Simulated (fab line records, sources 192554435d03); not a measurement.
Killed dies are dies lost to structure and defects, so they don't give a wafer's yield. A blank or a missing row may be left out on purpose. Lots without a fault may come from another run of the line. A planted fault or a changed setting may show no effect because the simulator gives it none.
fab line records | flow n5_finfet
record lots=4 wafers=12 last_day=17
route steps=1938 shown BEOL_M9@1437 PASSIVATION@1936
lots that met no fault: from a run of the same line without faults
start_h: hours from the record's first day to the start of the lot's first wafer shown | wait_h: hours since the lot's step before | " the same as in the row above | L1.1+2: a row that stands for several wafers | - no value, or no start given | * or withheld: withheld | < > ~ a bound
route shown NAME@n: a module of which the file shows steps, and the number in the route of the first | usual: mean/standard deviation of fault-free wafers | same: alike in all rows | chamber/n: place in a boat | sites: the reading at each site | _std_site: their standard deviation | _edge_site: outer sites' mean less inner sites' | radius_mm: how far each site lies from the wafer's centre | mask NAME#n: copy n | behind: the tool/chamber that last shaped the wafer | hold: why the lot was held/for how many hours/how that ended | device: the transistor (n, p or np) that didn't switch | end of line: the same wafers' tests at the end of the route | a step without rows: its recipe alone | killed: dies lost to structure and defects at the first sort, not the wafer's yield | map: a wafer's dies, x killed, . not, _ none there
set.NAME: the setting as run; set.NAME@STEP: as run at that earlier step | model.NAME: the simulator's own value behind a step, which no gauge read
lots at some steps of the route; a table a step, a row a wafer
services: from which hour (start_h, from the record's first day; less than 0 if before it) a tool's chamber was out of use, for how many hours, and why
## steps
# step N5_BEOL_M9_DESCUM_33
# recipe chemistry=O2 time_s=7 source_power_w=50 bias_power_w=20 pressure_mtorr=20 rf_frequency_hz=2.712e+07 temp_c=40 resist=CAR-EUV o2_flow_sccm=225
# step N5_BEOL_M9_ETCH_76
# recipe chemistry=N2/H2 target=underlayer target_depth_a=65 mask_material=CAR-EUV time_s=5.2 ion_energy_ev=200 pressure_mtorr=30 source_w=840 bias_w=150 n2_flow_sccm=200 h2_flow_sccm=200 ends=cleared
# step N5_BEOL_M9_ETCH_65
# recipe chemistry=CF4 target=SiARC target_depth_a=156 mask_material=CAR-EUV time_s=26 ion_energy_ev=80 pressure_mtorr=40 source_w=545 bias_w=36 Ar_flow_sccm=100 cf4_flow_sccm=100 ends=cleared
# step N5_BEOL_M9_ETCH_66
# recipe chemistry=N2/H2 target=SOC target_depth_a=800 overetch_a=160 mask_material=SiARC temp_c=40 time_s=120 ion_energy_ev=200 pressure_mtorr=30 source_w=840 bias_w=150 n2_flow_sccm=200 h2_flow_sccm=200
# step N5_BEOL_M9_STRIP_69
# recipe chemistry=N2/H2 temp_c=40 n2_flow_sccm=200 h2_flow_sccm=200 rf_frequency_hz=6e+07
# step N5_BEOL_M9_STRIP_77
# recipe chemistry=N2/H2 temp_c=40 n2_flow_sccm=200 h2_flow_sccm=200 rf_frequency_hz=6e+07
# step N5_BEOL_M9_VIA_ETCH_34
# recipe chemistry=C4F6/O2 target=SiCOH_lowk target_depth_a=1824 mask_material=SOC taper_deg=4 time_s=68.4 ion_energy_ev=250 pressure_mtorr=30 source_w=345 bias_w=185 Ar_flow_sccm=300 C4F6_flow_sccm=10 O2_flow_sccm=10
# step N5_BEOL_M9_STRIP_73
# recipe chemistry=C4F6/O2 resist=SiARC rf_frequency_hz=6e+07
# step N5_BEOL_M9_STRIP_36
# recipe chemistry=N2/H2 power_w=450 temp_c=40 pressure_mtorr=20 rf_frequency_hz=6e+07 overash_fraction=0.3 bias_power_w=7 h2_frac=0.5 n2_flow_sccm=200 h2_flow_sccm=200
# step N5_BEOL_M9_TRENCH_ETCH_37
# recipe chemistry=C4F6/O2 target_depth_a=1514.3 target=SiCOH_lowk time_s=49 ion_energy_ev=250 pressure_mtorr=30 source_w=345 bias_w=185 Ar_flow_sccm=300 C4F6_flow_sccm=10 O2_flow_sccm=10
# usual bias_w=185.0/0.53 drypump_motor_current_A=5.5/0.48 oes_product_au=0.78/0.092 rf_vpp_V=661/9.7 showerhead_plenum_p_Torr=2.85/0.079 throttle_valve_pct=20.92/0.17
# same time_s=49
# columns lot.wafer tool chamber start_h wait_h bias_w drypump_motor_current_A oes_product_au rf_hours_counter_h rf_vpp_V showerhead_plenum_p_Torr throttle_valve_pct model.BEOL_M9.feature_depth_nm model.etch.depth_nm
L267.1 rie_diel-05 3 252.33 - 203.8 5.5 0.75 188 701 2.73 21.14 156.8 156.8
L267.3 " 2 " " 203.4 6.4 0.68 241 728 2.69 21.23 153.6 153.6
L267.4 " 3 " " 203.6 5.5 0.75 - 701 2.73 21.12 156.6 156.5
L270.2 rie_diel-05 2 270.07 - 203.8 6.3 0.68 250 728 2.69 21.24 153 153
L270.4 " 3 " " 202.6 5.5 0.73 196 701 2.72 21.14 155.8 155.8
L270.6 " 0 " " 203.9 6.4 0.99 - 719 2.80 20.98 157.2 157.2
L281.1 rie_diel-02 0 326.77 - 184.9 5.9 0.86 69 678 2.99 20.44 153.4 153.4
L281.3 " 3 " " 185.4 5.8 0.72 209 677 2.94 21.02 151.2 151.3
L281.5 " 0 " " 185.2 5.9 0.86 - 678 2.99 20.44 151.6 151.5
L283.1 rie_diel-05 0 340.90 - 184.9 6.4 0.91 32 667 2.79 21.00 152.2 152.2
L283.3 " 1 " " 185.0 5.0 1.01 3 658 2.91 20.49 154.8 154.9
L283.5 " 2 " " 183.9 6.3 0.93 - 686 3.02 20.86 154.4 154.4
# step N5_BEOL_M9_ETCH_41
# recipe chemistry=CH3F/O2 target=SiCN target_depth_a=366 taper_deg=2 time_s=70.1 ion_energy_ev=120 mask_material=TiN pressure_mtorr=30 source_w=395 bias_w=75 Ar_flow_sccm=150 CH3F_flow_sccm=30 O2_flow_sccm=20
# step N5_BEOL_M9_STRIP_80
# recipe chemistry=N2/H2 time_s=10 power_w=450 temp_c=40 pressure_mtorr=20 rf_frequency_hz=6e+07 bias_power_w=7 n2_flow_sccm=200 h2_flow_sccm=200
# step N5_BEOL_M9_HM_STRIP_39
# recipe chemistry=peroxide_tin_strip material=TiN target_depth_a=250 temp_c=50 time_s=158
# step N5_BEOL_M9_SRD_40
# recipe time_s=30 temp_c=23 rinse_liquid=diw dry=ipa_marangoni
# step N5_BEOL_M9_PRECLEAN_42
# recipe chemistry=residue_remover time_s=60 temp_c=40
# step N5_BEOL_M9_SRD_43
# recipe time_s=30 temp_c=23 rinse_liquid=diw dry=ipa_marangoni
# step N5_BEOL_M9_CURE_72
# recipe temp_c=370 time_s=120 ambient=DMADMS/He material=SiCOH_lowk
# step N5_BEOL_M9_DEGAS_44
# recipe ambient=vacuum temp_c=250 time_s=60
# step N5_BEOL_M9_PRE_CLEAN_45
# recipe gas=H2/He time_s=30 temp_c=250
# step N5_BEOL_M9_ALD_74
# recipe material=TaN target_thk_a=20 temp_c=275 ald_precursor_family=PDMAT ald_co_reactant=NH3 pressure_torr=3 carrier_flow_sccm=1500 pulse_time_s=2 purge_time_s=3 co_reactant_purge_time_s=2 co_reactant_pulse_time_s=3 ald_cycles=40 precursor_vessel_temp_c=75 precursor_vessel_pressure_torr=26.25 precursor_vessel_carrier_sccm=1000
# step N5_BEOL_M9_SURFACE_TREAT_79
# recipe gas=Ar time_s=* ion_energy_ev=* ion_current_ma_cm2=0.5 pressure_mtorr=* ar_flow_sccm=30
# step N5_BEOL_M9_CVD_78
# recipe material=Co target_thk_a=20 temp_c=withheld precursor=CCTBA/H2 pressure_torr=30 time_s=138.9
# step N5_BEOL_M9_SPUTTER_48
# recipe material=Cu target_thk_a=120 temp_c=-20 bias_v=60 power_w=26000 chamber_pressure_pa=0.13 time_s=2
# step N5_BEOL_M9_ECD_50
# recipe material=Cu target_thk_a=3180
# step N5_BEOL_M9_ANNEAL_51
# recipe temp_c=225 time_s=90 ambient=N2
# step N5_BEOL_M9_CMP_52
# recipe stop_on=SiCOH_lowk t_overpolish_s=7 down_force_psi=1 platen_rpm=50 clearing_platen_down_force_psi=1.5 clearing_platen_rpm=50 post_cmp_clean=cu_alkaline target_thk_nm=140 clearing_platen_pad_velocity_m_s=0.99484 pad_velocity_m_s=0.99484
# usual barrier_field_endpoint_s=28.8/0.6 motor_current_A=5.9/0.82 overpolish_run_s=6.999/0.0089 time_to_endpoint_s=65.6/2.6
# columns lot.wafer tool chamber start_h wait_h barrier_field_endpoint_s motor_current_A overpolish_run_s time_to_endpoint_s model.Cu_of_BEOL_M9_ECD_50.thk_nm
L267.3 cmp-04 0 256.48 0.3 28.8 5.4 7.002 65.4 142.2
L267.4 " 1 " " 28.7 5.1 6.985 64.2 144
L267.1 " 3 " " 27.5 5.7 7.005 65.7 144
L270.4 cmp-04 0 272.24 0.1 29.3 5.6 6.996 69.9 143.8
L270.2 " 3 " " 28.3 5.6 7.011 66.9 141.4
L270.6 " 1 " " 29.9 4.9 6.988 69.6 145.6
L281.3 cmp-01 3 329.61 0.2 28.4 5.1 6.989 64.6 138.4
L281.1 " 0 " " 28.8 7.2 7.002 66.6 141
L281.5 " 3 " " 28.8 5.3 7.014 62.3 139
L283.3 cmp-04 3 343.97 0.2 28.8 5.4 6.998 63.1 143
L283.1 " 0 " " 28.8 5.4 7.000 64.4 141
L283.5 " 3 " " 29.2 5.9 7.004 59.6 142.4
# step N5_PASSIVATION_PROBE_49
# usual defect_limited_yield=91.5/1.4 killed_at_M0_to_M3=33/10 killed_at_M4_up=13/5 killed_at_contacts=13/5.6 killed_at_front_end=38/12 killed_at_other=3.9/2.7 killed_dies=100/16 killed_open=66/13 killed_short=32/7.2 sort_bin_5_function=5.0/0.97 sort_bin_6_memory=3.2/0.61 sort_n_pass=1080/16 sort_yield_pct=91.5/1.4
# same gross_dies=1180 killed_at_back_side=0 sort_bin_4_leakage[%]=0 sort_bin_8_speed[%]=0
# columns lot.wafer tool chamber start_h wait_h defect_limited_yield[%] killed_at_M0_to_M3 killed_at_M4_up killed_at_contacts killed_at_front_end killed_at_other killed_dies killed_open killed_short sort_bin_5_function[%] sort_bin_6_memory[%] sort_n_pass sort_yield_pct[%]
L267.1 prober-01 - 309.56 0.0 93.1 33 9 13 24 2 81 54 26 3.7 3.0 1099 93.1
L267.3 prober-01 - 309.66 0.1 92.2 35 6 15 34 2 92 53 39 4.2 3.3 1088 92.2
L267.4 prober-01 - 309.71 0.2 93.6 18 13 10 30 4 75 50 25 3.6 2.6 1105 93.6
# killed by level:class
L267.1 MOL_CONTACT_COAG:geometric_particle:open=12 BEOL_M2:geometric_particle:open=12 BEOL_M1:geometric_particle:open=8 BEOL_M0_SAQP:geometric_particle:short=7 FIN_SAQP:geometric_particle:short=5 STI_FIN_REVEAL:geometric_particle:open=4 FIN_SAQP:geometric_particle:open=3 DUMMY_GATE:geometric_particle:open=2
L267.3 MOL_CONTACT_COAG:geometric_particle:open=11 FIN_SAQP:geometric_particle:short=9 BEOL_M1:geometric_particle:open=9 FIN_SAQP:geometric_particle:open=8 BEOL_M0_SAQP:geometric_particle:short=6 STARTING-WAFER:geometric_particle:short=6 BEOL_M2:geometric_particle:open=5 DUMMY_GATE:geometric_particle:short=5
L267.4 MOL_CONTACT_COAG:geometric_particle:open=9 FIN_SAQP:geometric_particle:short=7 BEOL_M0_SAQP:geometric_particle:short=6 BEOL_M0_SAQP:geometric_particle:open=6 GATE_CUT:geometric_particle:short=5 BEOL_M4:geometric_particle:open=5 STI_FIN_REVEAL:geometric_particle:open=4 FIN_SAQP:geometric_particle:open=3
## services
# columns tool chamber start_h hours kind
rie_diel-05 0 241.21 - clean
rie_diel-05 0 241.21 - consumable_replace:focus_ring
rie_diel-05 0 241.21 16.2 scheduled_down
rie_diel-05 0 241.21 16.2 vent_cycle
rie_diel-02 - 243.38 28.1 pm
rie_diel-05 - 253.86 0.2 repair
cmp-04 - 257.09 2.7 pm
rie_diel-05 2 270.57 - clean
rie_diel-05 2 270.57 - consumable_replace:focus_ring
rie_diel-05 2 270.57 - consumable_replace:showerhead
rie_diel-05 2 270.57 31.4 scheduled_down
rie_diel-05 2 270.57 31.4 vent_cycle
rie_diel-02 3 290.29 7.6 repair
cmp-01 - 292.42 2.4 repair
rie_diel-02 1 297.44 11.5 repair
cmp-04 - 310.86 17.0 pm
rie_diel-05 1 313.46 - clean
rie_diel-05 1 313.46 - consumable_replace:focus_ring
rie_diel-05 1 313.46 15.3 scheduled_down
rie_diel-05 1 313.46 15.3 vent_cycle
cmp-04 - 331.06 4.0 pm
cmp-04 - 335.06 - consumable_replace:conditioner
cmp-04 - 335.06 - consumable_replace:pad
cmp-04 - 335.59 0.7 repair
## key
first_sign step=N5_BEOL_M9_TRENCH_ETCH_37 reading=bias_w direction=up sigmas=35 usual=* struck=*
effect step=N5_BEOL_M9_TRENCH_ETCH_37 reading=rf_vpp_V direction=up sigmas=5.3 usual=661 struck=713
model_effect step=N5_BEOL_M9_TRENCH_ETCH_37 value=BEOL_M9.feature_depth_nm without=150.8 struck=155.5
model_effect step=N5_BEOL_M9_CMP_52 value=Cu_of_BEOL_M9_ECD_50.thk_nm without=138.8 struck=143.5
met_at N5_BEOL_M9_TRENCH_ETCH_37
struck_wafers L267.1,L267.3,L267.4,L270.2,L270.4,L270.6
fault kind=process_parameter_drift tool=rie_diel-05 chamber=- onset_h=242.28 steps=N5_BEOL_M9_TRENCH_ETCH_37 channel=bias_w offset=* shape=step end_h=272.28 acts_in=* stated=*
